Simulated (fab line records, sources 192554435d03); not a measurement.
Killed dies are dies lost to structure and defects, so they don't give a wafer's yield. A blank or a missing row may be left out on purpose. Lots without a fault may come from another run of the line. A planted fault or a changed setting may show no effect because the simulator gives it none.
fab line records | flow n5_finfet
record lots=10 wafers=27 last_day=17
route steps=1938 shown BEOL_M7@1296 PASSIVATION@1936
lots that met no fault: from a run of the same line without faults
start_h: hours from the record's first day to the start of the lot's first wafer shown | wait_h: hours since the lot's step before | " the same as in the row above | L1.1+2: a row that stands for several wafers | - no value, or no start given | * or withheld: withheld | < > ~ a bound
route shown NAME@n: a module of which the file shows steps, and the number in the route of the first | usual: mean/standard deviation of fault-free wafers | same: alike in all rows | chamber/n: place in a boat | sites: the reading at each site | _std_site: their standard deviation | _edge_site: outer sites' mean less inner sites' | radius_mm: how far each site lies from the wafer's centre | mask NAME#n: copy n | behind: the tool/chamber that last shaped the wafer | hold: why the lot was held/for how many hours/how that ended | device: the transistor (n, p or np) that didn't switch | end of line: the same wafers' tests at the end of the route | a step without rows: its recipe alone | killed: dies lost to structure and defects at the first sort, not the wafer's yield | map: a wafer's dies, x killed, . not, _ none there
set.NAME: the setting as run; set.NAME@STEP: as run at that earlier step | model.NAME: the simulator's own value behind a step, which no gauge read
steps of the route over a sample of lots; a table a step, a row a wafer
services: from which hour (start_h, from the record's first day; less than 0 if before it) a tool's chamber was out of use, for how many hours, and why
## steps
# step N5_BEOL_M7_CD_MEAS_28
# recipe target_cd_nm=40 landing_energy_ev=500 detector=se_inlens
# usual cd_nm=40.07/0.27
# columns lot.wafer tool chamber start_h wait_h cd_nm
L575.2 cd_sem-02 0 194.70 - 40.17
L575.6 " 0 " " 40.05
L576.2 cd_sem-01 0 196.51 - 40.44
L576.4 " 0 " " 40.02
L578.1 cd_sem-01 0 206.06 - 40.22
L578.4 " 0 " " 40.71
L578.6 " 0 " " 40.43
L579.1 cd_sem-02 0 219.94 - 40.40
L579.2 " 0 " " 40.03
L579.3 " 0 " " 40.05
L581.1 cd_sem-03 0 231.92 - 40.32
L581.5 " 0 " " 40.32
L583.1 cd_sem-01 0 246.62 - 40.14
L583.2 " 0 " " 39.78
L583.5 " 0 " " 40.05
L589.1 cd_sem-01 0 275.28 - 40.19
L589.2 " 0 " " 39.61
L589.5 " 0 " " 39.76
L594.2 cd_sem-01 0 317.76 - 40.31
L594.3 " 0 " " 40.53
L594.5 " 0 " " 40.03
L595.1 cd_sem-01 0 318.52 - 40.05
L595.3 " 0 " " 40.42
L595.6 " 0 " " 40.22
L597.1 cd_sem-01 0 334.99 - 39.50
L597.3 " 0 " " 39.68
L597.6 " 0 " " 39.90
# step N5_BEOL_M7_ETCH_72
# recipe chemistry=N2/H2 target=underlayer target_depth_a=65 mask_material=CAR-EUV time_s=5.2 ion_energy_ev=200 pressure_mtorr=30 source_w=840 bias_w=150 n2_flow_sccm=200 h2_flow_sccm=200 ends=cleared
# usual bias_w=150.1/0.47 chamber_pressure_mTorr=30.00/0.042 drypump_motor_current_A=5.8/0.35 etch_rf_on_time_s=5.18/0.21 oes_product_au=0.65/0.077 rf_vpp_V=523.7/2.6 showerhead_plenum_p_Torr=2.53/0.086 throttle_valve_pct=17.9/0.3
# columns lot.wafer tool chamber start_h wait_h bias_w chamber_pressure_mTorr drypump_motor_current_A etch_rf_on_time_s oes_product_au rf_hours_counter_h rf_vpp_V showerhead_plenum_p_Torr throttle_valve_pct
L575.2 rie_diel-03 1 194.86 0.0 149.6 30.02 6.2 5.19 0.64 173 525.1 2.64 18.2
L575.6 " 0 " " 150.3 30.01 5.7 5.46 0.61 - 528.2 2.63 17.8
L576.2 rie_diel-03 1 196.86 0.0 150.0 30.04 6.3 5.06 0.65 173 524.5 2.64 18.2
L576.4 " 3 " " 150.0 30.01 5.7 4.95 0.63 - 519.9 2.39 17.7
L578.1 rie_diel-01 2 206.37 0.0 150.0 30.07 6.3 5.14 0.66 159 521.5 2.45 18.1
L578.4 " 3 " " 150.4 29.98 5.4 5.52 0.61 - 522.8 2.53 17.9
L578.6 " 1 " " 150.1 29.98 5.5 5.03 0.63 - 524.2 2.51 18.0
L579.1 rie_diel-01 1 220.36 0.0 149.9 29.99 5.5 5.02 0.61 202 525.6 2.51 18.0
L579.2 " 3 " " 150.4 30.00 5.4 5.60 0.60 183 524.5 2.53 17.9
L579.3 " 2 " " 149.3 29.92 6.2 5.07 0.65 165 520.1 2.45 18.1
L581.1 rie_diel-03 3 232.08 0.0 150.2 29.92 5.7 5.05 0.62 209 521.1 2.39 17.7
L581.5 " 2 " " 149.9 30.01 6.0 4.97 0.84 - 527.6 2.68 17.7
L583.1 rie_diel-01 1 249.18 0.0 150.2 30.04 5.5 5.12 0.61 214 523.8 2.51 18.0
L583.2 " 0 " " 149.8 29.98 5.7 5.03 0.60 243 522.2 2.50 17.8
L583.5 " 0 " " 149.8 30.03 5.7 5.03 0.59 - 522.4 2.50 17.7
L589.1 rie_diel-03 0 275.44 0.0 150.2 30.04 5.7 5.53 0.59 211 525.2 2.62 17.9
L589.2 " 1 " " 150.4 29.99 6.2 5.20 0.62 192 526.3 2.63 18.2
L589.5 " 0 " " 150.6 30.05 5.7 5.53 0.59 - 523.6 2.62 17.9
L594.2 rie_diel-01 3 317.91 0.0 150.1 29.99 5.4 5.68 0.57 218 522.2 2.51 17.9
L594.3 " 0 " " 149.8 30.03 5.7 4.80 0.84 7 523.6 2.50 17.2
L594.5 " 2 " " 150.4 30.06 6.3 5.12 0.62 - 523.1 2.44 18.2
L595.1 rie_diel-02 3 318.68 0.0 149.3 29.92 5.4 5.27 0.66 130 525.8 2.54 17.5
L595.3 " 0 " " 149.6 30.05 6.2 5.30 0.58 243 521.2 2.53 18.6
L595.6 " 3 " " 150.1 29.92 5.4 5.29 0.65 - 525.5 2.54 17.5
L597.1 rie_diel-01 2 335.47 0.0 149.5 30.00 6.3 5.12 0.63 206 519.8 2.43 18.2
L597.3 " 0 " " 149.6 30.11 5.7 4.83 0.83 12 522.5 2.49 17.2
L597.6 " 0 " " 149.7 30.05 5.7 4.78 0.82 - 519.8 2.49 17.3
# step N5_BEOL_M7_TRENCH_ETCH_37
# recipe chemistry=C4F6/O2 target_depth_a=934.78 target=SiCOH_lowk time_s=31.2 ion_energy_ev=250 pressure_mtorr=30 source_w=345 bias_w=185 Ar_flow_sccm=300 C4F6_flow_sccm=10 O2_flow_sccm=10
# usual bias_w=185.0/0.48 chamber_pressure_mTorr=30.00/0.032 drypump_motor_current_A=5.8/0.34 oes_product_au=0.76/0.087 rf_vpp_V=665/25 showerhead_plenum_p_Torr=2.84/0.094 throttle_valve_pct=21.00/0.29
# same time_s=31.2
# columns lot.wafer tool chamber start_h wait_h bias_w chamber_pressure_mTorr drypump_motor_current_A oes_product_au rf_hours_counter_h rf_vpp_V showerhead_plenum_p_Torr throttle_valve_pct
L575.2 rie_diel-03 1 195.09 - 184.9 29.99 6.3 0.75 173 672 2.95 21.33
L575.6 " 0 " " 185.2 29.99 5.7 0.72 - 701 2.92 20.86
L576.2 rie_diel-03 1 197.10 - 183.7 30.01 6.3 0.74 173 674 2.95 21.33
L576.4 " 3 " " 184.9 29.99 5.7 0.72 - 624 2.70 20.88
L578.1 rie_diel-01 2 206.61 - 185.0 30.00 6.3 0.75 159 695 2.71 20.74
L578.4 " 3 " " 185.1 29.99 5.4 0.71 - 673 2.85 21.06
L578.6 " 1 " " 185.5 29.97 5.5 0.72 - 639 2.87 21.35
L579.1 rie_diel-01 1 220.60 - 184.7 29.96 5.5 0.71 202 639 2.87 21.33
L579.2 " 3 " " 185.0 30.03 5.4 0.70 183 674 2.85 21.07
L579.3 " 2 " " 184.0 30.00 6.4 0.75 165 695 2.70 20.74
L581.1 rie_diel-03 3 232.32 - 185.7 29.97 5.8 0.72 209 622 2.70 20.90
L581.5 " 2 " " 184.0 30.01 6.0 0.97 - 668 3.00 20.91
L583.1 rie_diel-01 1 249.42 - 185.6 29.98 5.5 0.71 214 638 2.86 21.37
L583.2 " 0 " " 184.4 29.99 5.7 0.69 244 688 2.79 20.81
L583.5 " 0 " " 184.5 30.05 5.6 0.69 - 689 2.80 20.80
L589.1 rie_diel-03 0 275.67 - 202.8 29.97 5.7 0.71 211 748 2.91 20.89
L589.2 " 1 " " 185.8 30.02 6.2 0.74 192 672 2.95 21.36
L589.5 " 0 " " 201.6 30.00 5.7 0.70 - 750 2.91 20.91
L594.2 rie_diel-01 3 318.15 - 184.7 30.01 5.4 0.68 218 674 2.83 21.12
L594.3 " 0 " " 185.7 30.02 5.7 0.97 7 687 2.79 20.37
L594.5 " 2 " " 184.6 29.99 6.3 0.74 - 694 2.69 20.79
L595.1 rie_diel-02 3 318.91 - 184.7 30.02 5.3 0.77 130 670 2.85 20.60
L595.3 " 0 " " 184.7 30.00 6.3 0.69 243 635 2.83 21.55
L595.6 " 3 " " 184.1 29.97 5.3 0.76 - 668 2.85 20.58
L597.1 rie_diel-01 2 335.71 - 184.6 29.98 6.3 0.73 206 694 2.69 20.80
L597.3 " 0 " " 185.4 30.00 5.7 0.96 12 688 2.79 20.39
L597.6 " 0 " " 185.7 30.02 5.7 0.97 - 689 2.79 20.37
# step N5_BEOL_M7_STRIP_80
# recipe chemistry=N2/H2 time_s=10 power_w=450 temp_c=40 pressure_mtorr=20 rf_frequency_hz=6e+07 bias_power_w=7 n2_flow_sccm=200 h2_flow_sccm=200
# usual chamber_pressure_mTorr=20.001/0.02 drypump_motor_current_A=5.8/0.34 oes_product_au=0.76/0.085 rf_vpp_V=59.1/0.82 showerhead_plenum_p_Torr=2.53/0.087 temp_c=40.01/0.12 throttle_valve_pct=23.6/0.44
# same time_s=10
# columns lot.wafer tool chamber start_h wait_h chamber_pressure_mTorr drypump_motor_current_A oes_product_au rf_hours_counter_h rf_vpp_V showerhead_plenum_p_Torr temp_c throttle_valve_pct
L575.2 rie_diel-03 1 - - 20.034 6.3 0.75 173 58.6 2.63 39.99 24.1
L575.6 " 0 " " 19.970 5.7 0.73 - 58.6 2.63 39.80 23.5
L576.2 rie_diel-03 1 - - 19.967 6.3 0.74 174 58.2 2.63 40.20 24.1
L576.4 " 3 " " 19.989 5.8 0.73 - 59.0 2.39 39.92 23.3
L578.1 rie_diel-01 2 - - 20.001 6.3 0.74 159 58.7 2.45 40.15 24.0
L578.4 " 3 " " 20.043 5.4 0.72 - 60.3 2.53 39.90 23.7
L578.6 " 1 " " 19.999 5.5 0.73 - 59.6 2.51 40.04 23.6
L579.1 rie_diel-01 1 - - 20.030 5.5 0.72 202 57.6 2.51 39.80 23.6
L579.2 " 3 " " 19.969 5.4 0.71 183 60.3 2.52 40.09 23.7
L579.3 " 2 " " 20.010 6.3 0.74 165 58.9 2.45 39.95 24.0
L581.1 rie_diel-03 3 - - 19.994 5.7 0.71 209 59.1 2.38 40.02 23.3
L581.5 " 2 " " 19.999 6.0 0.98 - 60.6 2.68 39.90 23.5
L583.1 rie_diel-01 1 - - 20.017 5.5 0.71 214 58.8 2.50 40.00 23.6
L583.2 " 0 " " 20.006 5.7 0.68 244 59.8 2.50 39.91 23.3
L583.5 " 0 " " 20.009 5.7 0.68 - 58.3 2.50 40.17 23.4
L589.1 rie_diel-03 0 - - 20.007 5.7 0.71 211 60.7 2.62 40.07 23.5
L589.2 " 1 " " 19.996 6.2 0.73 192 60.6 2.62 40.15 24.1
L589.5 " 0 " " 20.009 5.7 0.71 - 58.3 2.62 40.07 23.5
L594.2 rie_diel-01 3 - - 20.016 5.5 0.69 218 59.9 2.51 40.14 23.7
L594.3 " 0 " " 19.997 5.7 0.95 7 59.4 2.49 40.01 22.8
L594.5 " 2 " " 20.012 6.3 0.71 - 59.6 2.43 39.92 24.1
L595.1 rie_diel-02 3 - - 19.975 5.3 0.76 130 58.1 2.53 39.91 23.2
L595.3 " 0 " " 20.044 6.3 0.70 243 60.0 2.52 40.18 24.8
L595.6 " 3 " " 20.005 5.3 0.76 - 59.7 2.53 39.94 23.2
L597.1 rie_diel-01 2 - - 19.994 6.3 0.71 206 59.5 2.43 40.09 24.1
L597.3 " 0 " " 20.013 5.6 0.93 12 59.1 2.49 39.92 22.8
L597.6 " 0 " " 19.981 5.7 0.94 - 58.5 2.49 40.06 22.8
# step N5_PASSIVATION_PROBE_49
# usual defect_limited_yield=91.8/1.5 killed_at_M0_to_M3=33/11 killed_at_M4_up=13/5 killed_at_contacts=11/5.6 killed_at_front_end=36/12 killed_at_other=3.4/2.5 killed_dies=97/18 killed_open=64/13 killed_short=31/6.9 sort_bin_4_leakage=0.01/0.048 sort_bin_5_function=4.8/1 sort_bin_6_memory=3.1/0.64 sort_bin_8_speed=0.00/0.014 sort_n_pass=1083/18 sort_yield_pct=91.8/1.5
# same gross_dies=1180 killed_at_back_side=0
# columns lot.wafer tool chamber start_h wait_h defect_limited_yield[%] killed_at_M0_to_M3 killed_at_M4_up killed_at_contacts killed_at_front_end killed_at_other killed_dies killed_open killed_short sort_bin_4_leakage[%] sort_bin_5_function[%] sort_bin_6_memory[%] sort_bin_8_speed[%] sort_n_pass sort_yield_pct[%]
L575.2 prober-02 - 277.19 0.1 92.5 31 13 7 35 2 88 60 28 0 3.7 3.5 0 1092 92.5
L575.6 prober-02 - 277.39 0.3 92.1 47 10 9 27 0 93 57 35 0 4.0 3.6 0 1087 92.1
L576.2 prober-01 - 279.25 0.1 93.2 24 14 8 28 6 80 57 22 0 3.5 2.8 0.08 1100 93.2
L576.4 prober-01 - 279.35 0.2 92.8 27 12 12 32 2 85 59 24 0 4.2 3.0 0 1095 92.8
L578.1 prober-01 - 289.89 0.0 91.7 37 2 10 46 3 98 68 30 0 4.0 4.1 0 1082 91.7
L578.4 prober-01 - 290.04 0.2 91.8 27 10 13 45 2 97 62 34 0 5.1 2.8 0 1083 91.8
L578.6 prober-01 - 290.14 0.3 93.5 24 5 13 33 2 77 50 26 0 4.0 2.5 0 1103 93.5
L579.1 prober-01 - 296.24 0.0 91.0 43 15 4 36 8 106 66 40 0 6.1 2.4 0 1074 91.0
L579.2 prober-01 - 296.29 0.1 91.4 57 11 3 25 6 102 76 26 0 5.3 3.1 0 1078 91.4
L579.3 prober-01 - 296.34 0.1 92.2 37 13 5 36 1 92 59 32 0 4.5 3.1 0 1088 92.2
L581.1 prober-02 - 311.83 0.0 91.9 31 14 17 32 1 95 64 31 0 4.2 3.6 0 1085 91.9
L581.5 prober-02 - 312.03 0.2 92.2 28 14 9 35 6 92 64 28 0 5.1 2.5 0 1088 92.2
L583.1 prober-02 - 325.74 0.0 93.2 24 20 8 25 3 80 55 25 0 4.3 2.4 0 1100 93.2
L583.2 prober-02 - 325.79 0.1 93.6 23 15 13 25 0 76 49 27 0 4.5 1.9 0 1104 93.6
L583.5 prober-02 - 325.94 0.2 90.6 50 12 17 30 2 111 70 41 0 5.6 3.6 0 1069 90.6
L589.1 prober-02 - 352.65 0.0 89.3 46 14 12 49 5 126 81 42 0 6.6 4.1 0 1054 89.3
L589.2 prober-02 - 352.70 0.1 85.4 51 12 19 89 1 172 114 57 0 9.1 4.8 0 1008 85.4
L589.5 prober-02 - 352.85 0.2 90.3 43 16 1 53 1 114 63 47 0 5.4 3.6 0 1066 90.3
L595.1 prober-01 - 393.27 0.0 90.1 35 15 24 42 1 117 77 39 0 6.3 3.3 0 1063 90.1
L595.3 prober-01 - 393.37 0.1 89.9 38 18 21 38 4 119 83 35 0 6.2 3.6 0 1061 89.9
L595.6 prober-01 - 393.52 0.3 92.2 23 10 18 40 1 92 55 37 0 4.3 3.4 0 1088 92.2
L594.2 prober-02 - 393.83 0.1 93.6 17 4 7 46 1 75 48 26 0 3.6 2.4 0 1105 93.6
L594.3 prober-02 - 393.88 0.1 91.0 41 16 9 39 1 106 73 31 0.51 5.0 3.7 0 1068 90.5
L594.5 prober-02 - 393.98 0.2 93.0 23 8 12 37 3 83 51 29 0 4.0 2.8 0 1097 93.0
L597.1 prober-01 - 409.45 0.0 91.7 36 12 11 35 4 98 63 33 0 5.3 2.9 0 1082 91.7
L597.3 prober-01 - 409.55 0.1 89.6 48 14 3 52 6 123 85 38 0 6.0 4.2 0 1057 89.6
L597.6 prober-01 - 409.70 0.3 89.8 56 21 10 24 9 120 77 41 0 6.0 3.9 0 1060 89.8
# killed by level:class
L575.2 BEOL_M2:geometric_particle:open=9 GATE_CUT:geometric_particle:short=8 GATE_CUT:geometric_particle:open=6 MOL_CONTACT_COAG:geometric_particle:open=6 DUMMY_GATE:geometric_particle:open=5 BEOL_M0_SAQP:geometric_particle:open=5 BEOL_M0_SAQP:geometric_particle:short=4 BEOL_M1:geometric_particle:open=4
L575.6 BEOL_M1:geometric_particle:open=17 BEOL_M0_SAQP:geometric_particle:short=11 GATE_CUT:geometric_particle:short=6 MOL_CONTACT_COAG:geometric_particle:open=6 BEOL_M2:geometric_particle:open=6 BEOL_M4:geometric_particle:open=5 FIN_SAQP:geometric_particle:open=4 STI_FIN_REVEAL:geometric_particle:open=4
L576.2 BEOL_M3:geometric_particle:open=10 FIN_SAQP:geometric_particle:open=9 BEOL_M0_SAQP:geometric_particle:short=7 GATE_CUT:geometric_particle:open=5 MOL_CONTACT_COAG:geometric_particle:open=5 DUMMY_GATE:geometric_particle:open=3 MOL_CONTACT_COAG:geometric_particle:short=3 BEOL_M0_SAQP:geometric_particle:open=3
L576.4 MOL_CONTACT_COAG:geometric_particle:open=10 FIN_SAQP:geometric_particle:open=8 BEOL_M0_SAQP:geometric_particle:short=8 FIN_SAQP:geometric_particle:short=5 BEOL_M0_SAQP:geometric_particle:open=5 BEOL_M2:geometric_particle:open=5 BEOL_M7:geometric_particle:open=5 BEOL_M3:geometric_particle:open=4
L578.1 FIN_SAQP:geometric_particle:open=15 BEOL_M1:geometric_particle:open=10 FIN_SAQP:geometric_particle:short=8 MOL_CONTACT_COAG:geometric_particle:open=8 BEOL_M3:geometric_particle:open=8 STI_FIN_REVEAL:geometric_particle:open=5 BEOL_M0_SAQP:geometric_particle:open=5 BEOL_M0_SAQP:geometric_particle:short=5
L578.4 MOL_CONTACT_COAG:geometric_particle:open=13 FIN_SAQP:geometric_particle:open=10 GATE_CUT:geometric_particle:short=8 STI_FIN_REVEAL:geometric_particle:open=6 BEOL_M0_SAQP:geometric_particle:short=6 BEOL_M0_SAQP:geometric_particle:open=6 BEOL_M2:geometric_particle:open=6 STARTING-WAFER:geometric_particle:short=5
L578.6 MOL_CONTACT_COAG:geometric_particle:open=11 BEOL_M0_SAQP:geometric_particle:short=8 FIN_SAQP:geometric_particle:short=7 FIN_SAQP:geometric_particle:open=6 BEOL_M0_SAQP:geometric_particle:open=6 GATE_CUT:geometric_particle:open=5 BEOL_M3:geometric_particle:open=4 STI_FIN_REVEAL:geometric_particle:open=3
L579.1 BEOL_M2:geometric_particle:open=12 BEOL_M4:geometric_particle:open=12 BEOL_M3:geometric_particle:open=9 FIN_SAQP:geometric_particle:open=8 BEOL_M0_SAQP:geometric_particle:short=7 BEOL_M1:geometric_particle:open=6 FIN_SAQP:geometric_particle:short=5 GATE_CUT:geometric_particle:short=4
L579.2 BEOL_M0_SAQP:geometric_particle:open=19 BEOL_M2:geometric_particle:open=14 BEOL_M3:geometric_particle:open=10 BEOL_M0_SAQP:geometric_particle:short=8 FIN_SAQP:geometric_particle:open=6 STARTING-WAFER:geometric_particle:short=4 FIN_SAQP:geometric_particle:short=3 STI_FIN_REVEAL:geometric_particle:open=3
L579.3 BEOL_M3:geometric_particle:open=11 BEOL_M0_SAQP:geometric_particle:short=8 STI_FIN_REVEAL:geometric_particle:open=7 BEOL_M0_SAQP:geometric_particle:open=6 FIN_SAQP:geometric_particle:open=5 STI_FIN_REVEAL:geometric_particle:short=5 MOL_CONTACT_COAG:geometric_particle:open=4 BEOL_M3:geometric_particle:short=4
L581.1 MOL_CONTACT_COAG:geometric_particle:open=14 BEOL_M0_SAQP:geometric_particle:open=10 BEOL_M0_SAQP:geometric_particle:short=8 BEOL_M3:geometric_particle:open=5 STARTING-WAFER:geometric_particle:open=5 DUMMY_GATE:geometric_particle:open=4 ILD0:geometric_particle:short=4 GATE_CUT:geometric_particle:open=4
L581.5 GATE_CUT:geometric_particle:short=9 BEOL_M0_SAQP:geometric_particle:open=8 BEOL_M1:geometric_particle:open=8 FIN_SAQP:geometric_particle:open=7 DUMMY_GATE:geometric_particle:open=7 MOL_CONTACT_COAG:geometric_particle:open=7 BEOL_M0_SAQP:geometric_particle:short=5 BEOL_M8:geometric_particle:open=5
L583.1 BEOL_M0_SAQP:geometric_particle:open=8 FIN_SAQP:geometric_particle:open=6 FIN_SAQP:geometric_particle:short=6 BEOL_M0_SAQP:geometric_particle:short=5 BEOL_M4:geometric_particle:open=5 STI_FIN_REVEAL:geometric_particle:open=4 BEOL_M5:geometric_particle:open=4 MOL_CONTACT_COAG:geometric_particle:short=4
L583.2 MOL_CONTACT_COAG:geometric_particle:open=10 FIN_SAQP:geometric_particle:open=8 STI_FIN_REVEAL:geometric_particle:open=6 BEOL_M0_SAQP:geometric_particle:short=5 BEOL_M4:geometric_particle:open=5 BEOL_M0_SAQP:geometric_particle:open=4 BEOL_M5:geometric_particle:open=4 FIN_SAQP:geometric_particle:short=3
L583.5 BEOL_M0_SAQP:geometric_particle:short=18 MOL_CONTACT_COAG:geometric_particle:open=15 BEOL_M0_SAQP:geometric_particle:open=14 BEOL_M2:geometric_particle:short=7 STI_FIN_REVEAL:geometric_particle:open=6 BEOL_M0:geometric_particle:open=5 BEOL_M4:geometric_particle:open=4 FIN_SAQP:geometric_particle:open=3
L589.1 FIN_SAQP:geometric_particle:open=16 BEOL_M0_SAQP:geometric_particle:open=16 BEOL_M0_SAQP:geometric_particle:short=14 MOL_CONTACT_COAG:geometric_particle:open=10 FIN_SAQP:geometric_particle:short=5 STI_FIN_REVEAL:geometric_particle:open=5 DUMMY_GATE:geometric_particle:open=5 BEOL_M4:geometric_particle:open=5
L589.2 FIN_SAQP:geometric_particle:open=30 FIN_SAQP:geometric_particle:short=16 STI_FIN_REVEAL:geometric_particle:open=14 MOL_CONTACT_COAG:geometric_particle:open=13 BEOL_M0_SAQP:geometric_particle:short=13 GATE_CUT:geometric_particle:open=12 BEOL_M0_SAQP:geometric_particle:open=9 GATE_CUT:geometric_particle:short=7
L589.5 FIN_SAQP:geometric_particle:open=10 FIN_SAQP:geometric_particle:short=10 BEOL_M0_SAQP:geometric_particle:short=10 BEOL_M1:geometric_particle:open=9 BEOL_M3:geometric_particle:open=7 GATE_CUT:geometric_particle:short=5 GATE_CUT:geometric_particle:open=5 BEOL_M2:geometric_particle:open=5
L595.1 MOL_CONTACT_COAG:geometric_particle:open=21 BEOL_M0_SAQP:geometric_particle:short=9 GATE_CUT:geometric_particle:short=9 BEOL_M0_SAQP:geometric_particle:open=8 FIN_SAQP:geometric_particle:open=7 BEOL_M2:geometric_particle:open=7 FIN_SAQP:geometric_particle:short=6 BEOL_M1:geometric_particle:open=6
L595.3 MOL_CONTACT_COAG:geometric_particle:open=20 BEOL_M2:geometric_particle:open=9 GATE_CUT:geometric_particle:short=8 BEOL_M0_SAQP:geometric_particle:open=8 BEOL_M3:geometric_particle:open=7 BEOL_M5:geometric_particle:open=7 FIN_SAQP:geometric_particle:short=5 BEOL_M2:geometric_particle:short=5
L595.6 MOL_CONTACT_COAG:geometric_particle:open=13 FIN_SAQP:geometric_particle:open=12 FIN_SAQP:geometric_particle:short=10 BEOL_M0_SAQP:geometric_particle:short=8 BEOL_M0_SAQP:geometric_particle:open=6 MOL_CONTACT_COAG:geometric_particle:short=5 STI_FIN_REVEAL:geometric_particle:open=4 BEOL_M2:geometric_particle:open=4
L594.2 FIN_SAQP:geometric_particle:short=9 STI_FIN_REVEAL:geometric_particle:open=9 MOL_CONTACT_COAG:geometric_particle:open=6 STARTING-WAFER:geometric_particle:open=6 SPACER0:geometric_particle:open=4 BEOL_M1:geometric_particle:open=4 BEOL_M2:geometric_particle:open=4 DUMMY_GATE:geometric_particle:short=3
L594.3 STI_FIN_REVEAL:geometric_particle:open=16 BEOL_M1:geometric_particle:open=13 BEOL_M0_SAQP:geometric_particle:short=7 MOL_CONTACT_COAG:geometric_particle:open=7 BEOL_M5:geometric_particle:open=6 FIN_SAQP:geometric_particle:open=5 BEOL_M0_SAQP:geometric_particle:open=5 BEOL_M1:geometric_particle:short=5
L594.5 MOL_CONTACT_COAG:geometric_particle:open=11 STI_FIN_REVEAL:geometric_particle:open=10 BEOL_M1:geometric_particle:open=8 BEOL_M0_SAQP:geometric_particle:short=6 FIN_SAQP:geometric_particle:open=5 GATE_CUT:geometric_particle:short=5 STI_FIN_REVEAL:geometric_particle:short=4 BEOL_M2:geometric_particle:open=4
L597.1 BEOL_M2:geometric_particle:open=11 STI_FIN_REVEAL:geometric_particle:open=10 MOL_CONTACT_COAG:geometric_particle:open=10 BEOL_M0_SAQP:geometric_particle:short=8 BEOL_M3:geometric_particle:open=7 STARTING-WAFER:geometric_particle:short=6 FIN_SAQP:geometric_particle:open=4 BEOL_M1:geometric_particle:open=4
L597.3 FIN_SAQP:geometric_particle:open=23 BEOL_M1:geometric_particle:open=16 FIN_SAQP:geometric_particle:short=10 BEOL_M0_SAQP:geometric_particle:open=8 BEOL_M2:geometric_particle:open=8 BEOL_M0_SAQP:geometric_particle:short=6 DUMMY_GATE:geometric_particle:open=4 BEOL_M3:geometric_particle:open=4
L597.6 BEOL_M2:geometric_particle:open=15 BEOL_M1:geometric_particle:open=10 BEOL_M0_SAQP:geometric_particle:open=10 BEOL_M3:geometric_particle:short=10 BEOL_M0_SAQP:geometric_particle:short=7 FIN_SAQP:geometric_particle:open=6 MOL_CONTACT_COAG:geometric_particle:open=6 BEOL_M4:geometric_particle:open=6
## services
# columns tool chamber start_h hours kind
rie_diel-01 3 176.74 8.3 repair
rie_diel-03 2 181.29 - clean
rie_diel-03 2 181.29 - consumable_replace:focus_ring
rie_diel-03 2 181.29 - consumable_replace:showerhead
rie_diel-03 - 234.90 15.6 pm
rie_diel-01 0 270.83 - clean
rie_diel-01 0 270.83 - consumable_replace:focus_ring
rie_diel-01 0 270.83 24.0 scheduled_down
rie_diel-01 0 270.83 24.0 vent_cycle
rie_diel-01 - 300.50 2.8 pm
## key
first_sign step=N5_BEOL_M7_TRENCH_ETCH_37 reading=bias_w direction=up sigmas=36 usual=* struck=*
effect step=N5_BEOL_M7_TRENCH_ETCH_37 reading=rf_vpp_V direction=up sigmas=3.3 usual=665 struck=749
met_at N5_BEOL_M7_TRENCH_ETCH_37
struck_lots L589
struck_wafers L589.1,L589.5
not_acting_at N5_BEOL_M7_CD_MEAS_28,N5_BEOL_M7_ETCH_72,N5_BEOL_M7_STRIP_80
onset_between 195.09 275.67
fault kind=process_parameter_drift tool=rie_diel-03 chamber=0 onset_h=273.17 steps=N5_BEOL_M7_TRENCH_ETCH_37 channel=bias_w offset=* shape=step end_h=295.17 acts_in=* stated=*
